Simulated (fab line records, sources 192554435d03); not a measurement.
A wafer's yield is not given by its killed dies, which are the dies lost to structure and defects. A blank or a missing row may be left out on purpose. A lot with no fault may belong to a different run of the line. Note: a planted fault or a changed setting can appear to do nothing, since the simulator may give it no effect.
Comparing a struck lot with a sound one ; flow n5_finfet ; 19 steps out of a route of 1938
Sound: the wafers L612.1, L612.2, L612.5. The struck wafers were L606.1, L606.4, L606.6. At the end, the cause is stated.
For every step that has rows: the tool of each side, followed by ch and its chambers, followed by its first start. Under that, the readings that differ: sound wafers ; struck wafers ; difference of the means ; sigmas: that difference in standard deviations of wafers without a fault.
alike: a reading whose means differ by less than 2 such deviations, as well as words and numbers matching on both sides. not compared: withheld readings; readings where some wafer has no value; bounds like >300 that might hide an equal value; numbers whose values overlap and for which the record gives no deviation.
Wherever a step has rows on one side only, a row that says differs or no value, or a row with sigmas, the two part there. Numbers that don't overlap but have no deviation are shown without sigmas and don't part them. Lack of a reading on every wafer of one side parts them only where that side has two or more wafers.

first, 9 steps without rows for these wafers: N5_SDB_EBR_07; N5_SDB_SOFTBAKE_06 (time 60 s); N5_SDB_EXPOSE_08 (exposes mask SDB); N5_SDB_PEB_09 (peb time 60 s); N5_SDB_DEVELOP_10 (develop time 30 s); N5_SDB_DESCUM_16 (chemistry O2, time 7.9 s); N5_SDB_ETCH_17 (etches SiARC in CF4, target depth 23.4 nm, time 39 s); N5_SDB_ETCH_18 (etches SOC in N2/H2, target depth 100 nm, overetch 20 nm, time 150 s); N5_SDB_STRIP_19 (strips in N2/H2).
N5_SDB_STRIP_21: strips in CF4.
  sound on rie_diel-05 ch 1,3, day 9 11:44; struck on rie_diel-06 ch 1,2,3, day 8 00:56
  no value came back on the struck wafers for any of 7 readings (bias_power_w (W), cf4_flow_sccm (sccm) and others); on the sound wafers bias_power_w (W) reads 74.86 74.67 75.13
reading;sound;struck;difference;sigmas
model.SiARC_of_SDB_COAT_04.thk_nm (nm);0 0 0;12.6 12.6 12.8;+12.7;
  not compared: rf_hours_counter_h
then, 1 step without rows for these wafers: N5_SDB_HM_OPEN_20 (chemistry CH3F/O2, target SiNx, stops on poly-Si, target depth 24 nm).
N5_SDB_STRIP_22: strips in N2/H2.
  sound on plasma_asher-01 ch 0,1, day 9 11:50; struck on plasma_asher-02 ch 0,1, day 8 01:03
reading;sound;struck;difference;sigmas
heater_power_w (W);331 266 262;342 436 426;+115;+2
oes_product_au (a.u.);0.714 0.712 0.720;- - -;no value on the struck wafers;
strip_time_to_endpoint_s (s);96.3 95.8 95.8;179.1 179.1 180.6;+83.6;+99 or more
model.SOC_of_SDB_COAT_03.thk_nm (nm);0 0 0;83.4 83.4 84.2;+83.7;
  alike: drypump_motor_current_A, h2_flow_sccm
  not compared: rf_hours_counter_h
then, 2 steps without rows for these wafers: N5_SDB_PRECLEAN_23 (cleans in dHF, time 30 s); N5_SDB_DUMMY_REMOVE_24 (chemistry TMAH, target poly-Si, stops on SiO2, target depth 142 nm, time 57 s, rinse time 30 s).
N5_SDB_ETCH_25: etches SiO2 in C4F6/O2, target depth 10 nm, time 3.3 s.
  sound on rie_diel-05 ch 0,3, day 9 12:04; struck on rie_diel-06 ch 0,2,3, day 8 01:17
reading;sound;struck;difference;sigmas
model.SiARC_of_SDB_COAT_04.thk_nm (nm);0 0 0;5.2 5 5.4;+5.2;
  alike: drypump_motor_current_A, oes_product_au, rf_vpp_V, showerhead_plenum_p_Torr, throttle_valve_pct
  not compared: rf_hours_counter_h
N5_SDB_CUT_ETCH_26: etches Si in HBr/Cl2/O2, target depth 129.6 nm, bt time 20 s, time 51.8 s.
  sound on rie_si-06 ch 1,2,3, day 9 12:09; struck on rie_si-05 ch 1,2,3, day 8 01:22
reading;sound;struck;difference;sigmas
model.SOC_of_SDB_COAT_03.thk_nm (nm);0 0 0;62 63 64.6;+63;
  alike: drypump_motor_current_A, oes_product_au, throttle_valve_pct
  not compared: rf_hours_counter_h
then, 1 step without rows for these wafers: N5_SDB_PRECLEAN_38 (cleans in dHF, time 10 s).
N5_BEOL_M4_RC_MEAS_101:
  the record has rows for the sound wafers here (prober-02 ch 0, day 14 01:35) and none for the struck ones
-- here the record skips 8 days between the struck wafers' starts before and after, leaving off in module BEOL_M4 and picking up in module PASSIVATION (first step shown: number 1936 of the route) --
N5_PASSIVATION_PROBE_49:
  the record has rows for the struck wafers here (prober-01, day 16 07:19) and none for the sound ones

WHERE THEY PART
Last at N5_PASSIVATION_PROBE_49 as far as this record goes, first at N5_SDB_STRIP_21.

WHY: what had been put in by the simulator
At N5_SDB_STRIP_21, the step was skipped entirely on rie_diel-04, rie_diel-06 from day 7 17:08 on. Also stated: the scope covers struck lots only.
